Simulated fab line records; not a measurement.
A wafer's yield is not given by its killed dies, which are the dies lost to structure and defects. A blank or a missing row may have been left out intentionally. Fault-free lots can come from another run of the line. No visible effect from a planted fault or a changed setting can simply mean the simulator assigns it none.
2 desks, one fault -- flow nand_harc -- what lay behind the numbers comes last; until then each desk has only its own

== AT THE TOOL OWNER'S DESK: pvd_sputter-03 ==
The tool's own readings at NHARC_P_M0_PRE_CLEAN_29 (time 30 s): means of the sampled wafers that have a number, for each lot that ran on this tool. Any lot whose mean is over 4 standard deviations away from the usual mean is out of limits and marked OUT; that distance is given in the brackets.
Columns: A = heater_power_w at NHARC_P_M0_PRE_CLEAN_29, usual 393 W
lot,first seen here,A
L508,day 7 12:31,396
L515,day 9 10:14,376
L517,day 10 04:19,378
L527,day 14 07:23,385
This desk found nothing out of limits on any of the 4 lots.

== AT THE METROLOGY DESK ==
What the gauges read for every lot (on any tool): the sampled wafers with a number, averaged. Any lot whose mean is over 4 standard deviations away from the usual mean is out of limits and marked OUT; that distance is given in the brackets.
Columns: A = cd_nm at NHARC_THIN_TSV_CD_MEAS_37, usual 5001 nm
lot,first seen here,A
L505,day 24 06:42,4999
L506,day 24 08:32,5000
L507,day 24 09:38,5002
L509,day 24 11:20,5004
L508,day 25 08:56,5001
L516,day 27 12:33,5005
L515,day 27 13:37,4998
L517,day 28 11:23,5002
L519,day 28 18:35,5000
L521,day 28 23:34,5001
L523,day 30 06:25,4999
L527,day 32 04:12,5005
L526,day 32 05:13,5001
This desk found nothing out of limits on any of the 13 lots.

== TAKEN TOGETHER ==
The tool owner's desk saw nothing out of limits.
The metrology desk saw nothing out of limits.

== WHAT THE SIMULATOR HAD INSERTED ==
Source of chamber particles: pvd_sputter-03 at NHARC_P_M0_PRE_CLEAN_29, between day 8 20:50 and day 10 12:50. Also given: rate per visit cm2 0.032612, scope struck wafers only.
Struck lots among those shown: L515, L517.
